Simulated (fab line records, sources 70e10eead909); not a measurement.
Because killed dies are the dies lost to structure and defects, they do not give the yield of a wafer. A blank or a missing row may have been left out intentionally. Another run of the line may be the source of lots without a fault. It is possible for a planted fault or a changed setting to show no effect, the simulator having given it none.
Which tool is to blame?	flow nand harc	Sampling: 24 lots, 72 wafers, 6 of 1302 route steps

## WHAT THE GAUGES SHOWED, per wafer
No reading from a measuring or inspecting step in the record can be judged against a usual standard deviation.

## EACH LOT AND THE TOOL THAT RAN IT (in order: tool; ch and the chambers of the sampled wafers; start)
lot	NHARC_A_STAIRCASE_TRIM_229	NHARC_A_STAIRCASE_TRIM_231	NHARC_A_STAIRCASE_TRIM_235	NHARC_A_STAIRCASE_HM_DEP_456	NHARC_A_STAIRCASE_ETCH_273	NHARC_A_STAIRCASE_HM_DEP_462
L076	rie diel-07 ch 2,3, day 16 09:10	rie diel-07 ch 0,1,2, day 16 14:49 or earlier	rie diel-07 ch 0,1,3, day 16 14:49 or earlier	acl dep-03 ch 0, day 16 14:49	rie diel-05 ch 0,2, day 17 06:16 or earlier	acl dep-01 ch 0, day 17 06:16
L075	rie diel-05 ch 1,2,3, day 16 09:21	rie diel-05 ch 0,2,3, day 16 15:00 or earlier	rie diel-05 ch 1,2,3, day 16 15:00 or earlier	acl dep-02 ch 0, day 16 15:00	rie diel-07 ch 0,1,3, day 17 08:50 or earlier	acl dep-03 ch 0, day 17 08:50
L074	rie diel-07 ch 0,1,3, day 16 14:44	rie diel-07 ch 0,2,3, day 16 22:32 or earlier	rie diel-07 ch 1,2,3, day 16 22:32 or earlier	acl dep-01 ch 0, day 16 22:32	rie diel-07 ch 0,1,3, day 17 11:46 or earlier	acl dep-01 ch 0, day 17 11:46
L078	rie diel-07 ch 2,3, day 17 20:19	rie diel-07 ch 0,2,3, day 18 00:56 or earlier	rie diel-07 ch 0,2, day 18 00:56 or earlier	acl dep-02 ch 0, day 18 00:56	rie diel-07 ch 0,2,3, day 18 14:35 or earlier	acl dep-03 ch 0, day 18 14:35
L077	rie diel-13 ch 0,2,3, day 18 02:17	rie diel-13 ch 2,3, day 18 07:02 or earlier	rie diel-13 ch 0,3, day 18 07:02 or earlier	acl dep-02 ch 0, day 18 07:02	rie diel-05 ch 2,3, day 18 21:12 or earlier	acl dep-03 ch 0, day 18 21:12
L080	rie diel-13 ch 1,2,3, day 18 07:53	rie diel-13 ch 0,1, day 18 12:04 or earlier	rie diel-13 ch 0,1,2, day 18 12:04 or earlier	acl dep-03 ch 0, day 18 12:04	rie diel-05 ch 0,1, day 19 00:33 or earlier	acl dep-01 ch 0, day 19 00:33
L079	rie diel-07 ch 1,2, day 18 08:59	rie diel-07 ch 0,3, day 18 15:38 or earlier	rie diel-07 ch 0,2, day 18 15:38 or earlier	acl dep-02 ch 0, day 18 15:38	rie diel-07 ch 0,2, day 19 04:13 or earlier	acl dep-03 ch 0, day 19 04:13
L081	rie diel-07 ch 0,3, day 19 09:28	rie diel-07 ch 0,2,3, day 19 15:11 or earlier	rie diel-07 ch 0,2, day 19 15:11 or earlier	acl dep-01 ch 0, day 19 15:11	rie diel-05 ch 0,2,3, day 20 03:34 or earlier	acl dep-02 ch 0, day 20 03:34
L082	rie diel-05 ch 0,2,3, day 19 18:14	rie diel-05 ch 0,1,3, day 20 00:47 or earlier	rie diel-05 ch 0,3, day 20 00:47 or earlier	acl dep-02 ch 0, day 20 00:47	rie diel-05 ch 1,2,3, day 20 14:03 or earlier	acl dep-01 ch 0, day 20 14:03
L083	rie diel-13 ch 0,1,3, day 19 18:16	rie diel-13 ch 0,2,3, day 20 01:19 or earlier	rie diel-13 ch 0,1,2, day 20 01:19 or earlier	acl dep-01 ch 0, day 20 01:19	rie diel-07 ch 0,1,2, day 20 12:38 or earlier	acl dep-01 ch 0, day 20 12:38
L084	rie diel-13 ch 0,2, day 20 11:43	rie diel-13 ch 2,3, day 20 15:53 or earlier	rie diel-13 ch 0,1,3, day 20 15:53 or earlier	acl dep-02 ch 0, day 20 15:53	rie diel-05 ch 0,1,3, day 21 05:33 or earlier	acl dep-02 ch 0, day 21 05:33
L085	rie diel-07 ch 0,1,2, day 20 12:20	rie diel-07 ch 0,3, day 20 17:44 or earlier	rie diel-07 ch 2,3, day 20 17:44 or earlier	acl dep-02 ch 0, day 20 17:44	rie diel-13 ch 0,1,3, day 21 10:13 or earlier	acl dep-01 ch 0, day 21 10:13
L086	rie diel-05 ch 1,3, day 21 04:41	rie diel-05 ch 0,1,3, day 21 15:35 or earlier	rie diel-05 ch 0,1,2, day 21 15:35 or earlier	acl dep-01 ch 0, day 21 15:35	rie diel-07 ch 0,2,3, day 22 05:38 or earlier	acl dep-03 ch 0, day 22 05:38
L088	rie diel-13 ch 0,1,2, day 21 18:27	rie diel-13 ch 0,1,2, day 22 00:40 or earlier	rie diel-13 ch 0,1,2, day 22 00:40 or earlier	acl dep-03 ch 0, day 22 00:40	rie diel-07 ch 0,1,3, day 22 13:32 or earlier	acl dep-01 ch 0, day 22 13:32
L089	rie diel-07 ch 0,2,3, day 21 22:09	rie diel-07 ch 0,1,3, day 22 02:05 or earlier	rie diel-07 ch 0,2,3, day 22 02:05 or earlier	acl dep-02 ch 0, day 22 02:05	rie diel-13 ch 0,1,3, day 22 14:14 or earlier	acl dep-03 ch 0, day 22 14:14
L087	rie diel-07 ch 0,2,3, day 21 23:52	rie diel-07 ch 0,3, day 22 04:07 or earlier	rie diel-07 ch 0,1,2, day 22 04:07 or earlier	acl dep-01 ch 0, day 22 04:07	rie diel-07 ch 1,3, day 22 16:08 or earlier	acl dep-03 ch 0, day 22 16:08
L091	rie diel-13 ch 2,3, day 22 10:55	rie diel-13 ch 0,2, day 22 14:39 or earlier	rie diel-13 ch 0,2,3, day 22 14:39 or earlier	acl dep-02 ch 0, day 22 14:39	rie diel-07 ch 0,1,3, day 23 08:39 or earlier	acl dep-02 ch 0, day 23 08:39
L090	rie diel-05 ch 0,2,3, day 22 14:08	rie diel-05 ch 1,2,3, day 22 20:40 or earlier	rie diel-05 ch 0,2,3, day 22 20:40 or earlier	acl dep-03 ch 0, day 22 20:40	rie diel-07 ch 0,1,3, day 23 11:07 or earlier	acl dep-01 ch 0, day 23 11:07
L092	rie diel-05 ch 0,1, day 23 12:40	rie diel-05 ch 0,1,3, day 23 17:28 or earlier	rie diel-05 ch 0,2, day 23 17:28 or earlier	acl dep-02 ch 0, day 23 17:28	rie diel-05 ch 1,3, day 24 05:11 or earlier	acl dep-03 ch 0, day 24 05:11
L093	rie diel-13 ch 0,2,3, day 23 15:08	rie diel-13 ch 0,1,3, day 23 18:59 or earlier	rie diel-13 ch 0,1,2, day 23 18:59 or earlier	acl dep-02 ch 0, day 23 18:59	rie diel-13 ch 1,2,3, day 24 09:59 or earlier	acl dep-03 ch 0, day 24 09:59
L094	rie diel-13 ch 0,2,3, day 24 15:21	rie diel-13 ch 0,1,3, day 24 18:51 or earlier	rie diel-13 ch 0,1,3, day 24 18:51 or earlier	acl dep-01 ch 0, day 24 18:51	rie diel-07 ch 1,2,3, day 25 11:10 or earlier	acl dep-02 ch 0, day 25 11:10
L096	rie diel-07 ch 0,3, day 25 02:02	rie diel-07 ch 0,2,3, day 25 08:58 or earlier	rie diel-07 ch 0,1,2, day 25 08:58 or earlier	acl dep-01 ch 0, day 25 08:58	rie diel-13 ch 1,2,3, day 25 21:56 or earlier	acl dep-01 ch 0, day 25 21:56
L095	rie diel-07 ch 1,2, day 25 08:50	rie diel-07 ch 0,1,3, day 25 13:19 or earlier	rie diel-07 ch 0,1,2, day 25 13:19 or earlier	acl dep-02 ch 0, day 25 13:19	rie diel-13 ch 0,1, day 26 01:38 or earlier	acl dep-01 ch 0, day 26 01:38
L097	rie diel-05 ch 1,3, day 26 00:12	rie diel-05 ch 1,3, day 26 04:49 or earlier	rie diel-05 ch 0,1,3, day 26 04:49 or earlier	acl dep-02 ch 0, day 26 04:49	rie diel-07 ch 1,3, day 26 21:09 or earlier	acl dep-01 ch 0, day 26 21:09
- NHARC_A_STAIRCASE_TRIM_229: chemistry O2, time 211.2 s.
- NHARC_A_STAIRCASE_TRIM_231: chemistry O2, time 211.2 s.
- NHARC_A_STAIRCASE_TRIM_235: chemistry O2, time 211.2 s.
- NHARC_A_STAIRCASE_HM_DEP_456: deposits aC, target thk 3100 nm.
- NHARC_A_STAIRCASE_ETCH_273: etches the open film in C4F8/O2/Ar, target depth 10200 nm, time 2468.6 s.
- NHARC_A_STAIRCASE_HM_DEP_462: deposits aC, target thk 800 nm.

## WHAT THE TOOLS THEMSELVES READ (means of the sampled wafers that have a number; where no wafer has one, the mark that the record gives instead)
NHARC_A_STAIRCASE_TRIM_229.
lot	tool	drypump motor current A (A)	o2 flow sccm (sccm)	oes product au (a.u.)	rf vpp V (V)	showerhead plenum p Torr (Torr)	throttle valve pct (%)
L076	rie diel-07	6.1	500.6	0.995	57.6	3.65	17.034
L075	rie diel-05	5.4	499.4	1.000	57.7	3.62	17.037
L074	rie diel-07	6.0	500.7	0.999	57.0	3.45	17.029
L078	rie diel-07	6.1	500.0	0.997	57.9	3.64	17.033
L077	rie diel-13	6.3	500.8	1.003	57.4	3.50	17.028
L080	rie diel-13	6.3	500.0	1.003	57.8	3.60	17.031
L079	rie diel-07	5.8	500.3	1.007	58.8	3.43	17.037
L081	rie diel-07	6.1	499.7	1.002	57.4	3.41	17.035
L082	rie diel-05	5.7	498.4	1.000	58.1	3.59	17.029
L083	rie diel-13	6.3	500.2	1.007	57.5	3.45	17.039
L084	rie diel-13	6.4	500.2	0.993	58.0	3.50	17.033
L085	rie diel-07	5.9	499.4	1.005	56.9	3.35	17.034
L086	rie diel-05	5.5	500.7	1.005	58.0	3.62	17.038
L088	rie diel-13	6.4	498.5	1.002	57.7	3.59	17.025
L089	rie diel-07	6.1	500.0	1.001	57.8	3.66	17.044
L087	rie diel-07	6.1	500.0	0.997	57.8	3.66	17.031
L091	rie diel-13	6.2	501.3	0.996	57.0	3.63	17.042
L090	rie diel-05	5.7	499.9	1.001	58.1	3.57	17.030
L092	rie diel-05	5.7	500.2	1.011	58.0	3.67	17.037
L093	rie diel-13	6.3	500.9	0.998	56.7	3.48	17.043
L094	rie diel-13	6.3	502.2	1.004	58.0	3.47	17.037
L096	rie diel-07	6.1	500.0	0.998	58.4	3.72	17.035
L095	rie diel-07	5.8	499.4	0.997	56.8	3.35	17.033
L097	rie diel-05	5.5	499.8	0.989	57.7	3.60	17.033

NHARC_A_STAIRCASE_TRIM_231.
lot	tool	drypump motor current A (A)	o2 flow sccm (sccm)	oes product au (a.u.)	rf vpp V (V)	showerhead plenum p Torr (Torr)	throttle valve pct (%)
L076	rie diel-07	5.9	498.9	1.008	56.9	3.37	17.038
L075	rie diel-05	5.7	499.3	1.002	57.1	3.60	17.034
L074	rie diel-07	6.1	499.5	1.003	57.2	3.50	17.042
L078	rie diel-07	6.1	499.0	1.000	57.1	3.49	17.039
L077	rie diel-13	6.2	498.6	1.004	58.7	3.65	17.041
L080	rie diel-13	6.5	501.2	1.001	57.6	3.46	17.031
L079	rie diel-07	6.1	500.0	0.992	58.4	3.57	17.033
L081	rie diel-07	6.0	501.1	1.008	57.9	3.48	17.038
L082	rie diel-05	5.7	499.9	1.003	58.0	3.61	17.051
L083	rie diel-13	6.3	500.8	0.999	57.5	3.50	17.043
L084	rie diel-13	6.2	499.1	0.999	57.4	3.49	17.035
L085	rie diel-07	6.1	498.5	1.002	56.9	3.41	17.032
L086	rie diel-05	5.7	501.4	1.003	58.2	3.60	17.030
L088	rie diel-13	6.4	500.3	1.002	58.0	3.59	17.033
L089	rie diel-07	6.0	498.5	1.001	58.7	3.61	17.046
L087	rie diel-07	6.1	499.6	0.998	58.5	3.74	17.032
L091	rie diel-13	6.4	501.6	0.996	58.0	3.63	17.042
L090	rie diel-05	5.4	499.9	1.007	57.9	3.59	17.040
L092	rie diel-05	5.7	500.8	1.012	57.2	3.59	17.030
L093	rie diel-13	6.3	500.8	1.002	57.6	3.43	17.037
L094	rie diel-13	6.3	500.8	1.004	57.7	3.43	17.041
L096	rie diel-07	6.0	499.6	1.002	58.3	3.65	17.041
L095	rie diel-07	6.0	499.9	0.994	57.8	3.59	17.051
L097	rie diel-05	5.5	501.8	0.999	58.3	3.60	17.029

NHARC_A_STAIRCASE_TRIM_235.
lot	tool	drypump motor current A (A)	o2 flow sccm (sccm)	oes product au (a.u.)	rf vpp V (V)	showerhead plenum p Torr (Torr)	throttle valve pct (%)
L076	rie diel-07	6.0	501.7	0.985	57.9	3.45	17.029
L075	rie diel-05	5.4	501.4	1.006	58.7	3.62	17.029
L074	rie diel-07	5.9	500.1	0.993	57.1	3.52	17.041
L078	rie diel-07	6.0	500.4	1.013	57.0	3.41	17.041
L077	rie diel-13	6.2	500.5	1.005	58.9	3.35	17.032
L080	rie diel-13	6.4	500.6	0.993	57.5	3.61	17.042
L079	rie diel-07	6.0	500.0	1.009	57.2	3.41	17.037
L081	rie diel-07	6.0	499.6	1.005	58.1	3.40	17.036
L082	rie diel-05	6.0	501.6	1.000	57.2	3.59	17.034
L083	rie diel-13	6.4	500.5	0.997	58.2	3.60	17.042
L084	rie diel-13	6.3	499.7	1.003	56.7	3.45	17.047
L085	rie diel-07	6.1	499.1	1.001	57.6	3.55	17.045
L086	rie diel-05	5.7	499.5	1.007	58.5	3.66	17.041
L088	rie diel-13	6.4	499.7	0.996	58.2	3.59	17.030
L089	rie diel-07	6.1	501.0	0.998	58.0	3.66	17.037
L087	rie diel-07	5.9	500.5	1.005	58.2	3.53	17.036
L091	rie diel-13	6.2	499.1	0.997	57.2	3.48	17.048
L090	rie diel-05	5.7	499.3	0.998	58.2	3.57	17.045
L092	rie diel-05	5.9	499.3	1.005	58.0	3.63	17.040
L093	rie diel-13	6.4	499.2	1.007	58.0	3.58	17.031
L094	rie diel-13	6.3	501.3	1.004	57.1	3.43	17.028
L096	rie diel-07	5.9	499.5	1.004	57.8	3.52	17.045
L095	rie diel-07	5.9	499.3	1.001	58.1	3.51	17.032
L097	rie diel-05	5.7	501.2	0.998	58.2	3.58	17.037

NHARC_A_STAIRCASE_HM_DEP_456.
lot	tool	throttle valve pct (%)
L076	acl dep-03	35.001
L075	acl dep-02	34.999
L074	acl dep-01	34.991
L078	acl dep-02	34.998
L077	acl dep-02	35.006
L080	acl dep-03	35.005
L079	acl dep-02	34.998
L081	acl dep-01	34.994
L082	acl dep-02	35.006
L083	acl dep-01	34.995
L084	acl dep-02	35.001
L085	acl dep-02	35.001
L086	acl dep-01	35.010
L088	acl dep-03	35.011
L089	acl dep-02	35.000
L087	acl dep-01	34.995
L091	acl dep-02	35.010
L090	acl dep-03	35.006
L092	acl dep-02	34.997
L093	acl dep-02	35.006
L094	acl dep-01	34.999
L096	acl dep-01	34.998
L095	acl dep-02	35.004
L097	acl dep-02	35.000

NHARC_A_STAIRCASE_ETCH_273.
lot	tool	oes product au (a.u.)	rf vpp V (V)
L076	rie diel-05	0.944	1837
L075	rie diel-07	0.930	1821
L074	rie diel-07	0.928	1821
L078	rie diel-07	0.935	1823
L077	rie diel-05	0.945	1830
L080	rie diel-05	0.937	1840
L079	rie diel-07	0.942	1818
L081	rie diel-05	0.936	1832
L082	rie diel-05	0.941	1832
L083	rie diel-07	0.932	1814
L084	rie diel-05	0.940	1833
L085	rie diel-13	0.931	1821
L086	rie diel-07	0.934	1836
L088	rie diel-07	0.929	1833
L089	rie diel-13	0.935	1820
L087	rie diel-07	0.926	1821
L091	rie diel-07	0.926	1832
L090	rie diel-07	0.937	1832
L092	rie diel-05	0.938	1828
L093	rie diel-13	0.928	1830
L094	rie diel-07	0.930	1824
L096	rie diel-13	0.944	1830
L095	rie diel-13	0.928	1819
L097	rie diel-07	0.925	1829

NHARC_A_STAIRCASE_HM_DEP_462.
lot	tool	throttle valve pct (%)
L076	acl dep-01	34.989
L075	acl dep-03	35.001
L074	acl dep-01	34.999
L078	acl dep-03	35.005
L077	acl dep-03	35.007
L080	acl dep-01	34.996
L079	acl dep-03	34.997
L081	acl dep-02	35.006
L082	acl dep-01	35.003
L083	acl dep-01	34.992
L084	acl dep-02	34.999
L085	acl dep-01	35.000
L086	acl dep-03	35.002
L088	acl dep-01	35.004
L089	acl dep-03	35.003
L087	acl dep-03	34.995
L091	acl dep-02	35.005
L090	acl dep-01	34.998
L092	acl dep-03	35.002
L093	acl dep-03	34.994
L094	acl dep-02	35.001
L096	acl dep-01	34.997
L095	acl dep-01	34.997
L097	acl dep-01	35.005

## THE ANSWER, worked out from the rows above alone
Rule: usual is defined by the lots themselves. The widest of any qualifying gaps counts: lots, ordered by their means at a reading, are off when they make up no more than a third of the lots, leave a main group of 4 or more, and stand apart from it by 3 or more times the standard deviation of that group's means. A main group is skipped when, at the precision printed for the reading in the tables above, its means are all equal. Also off: a lot with no number at a reading for which 4 or more lots have one. All remaining lots with rows at the step are treated as sound. First the gauges in route order, then the tools' own readings, where a lot's mean is used as printed above. The first step at which some lot is off is used, and at that step the reading that is off furthest; a lot without a number counts as furthest.
None of the lots is off at any reading shown; this tells nothing.

## WHAT THE SIMULATOR HAD PUT IN
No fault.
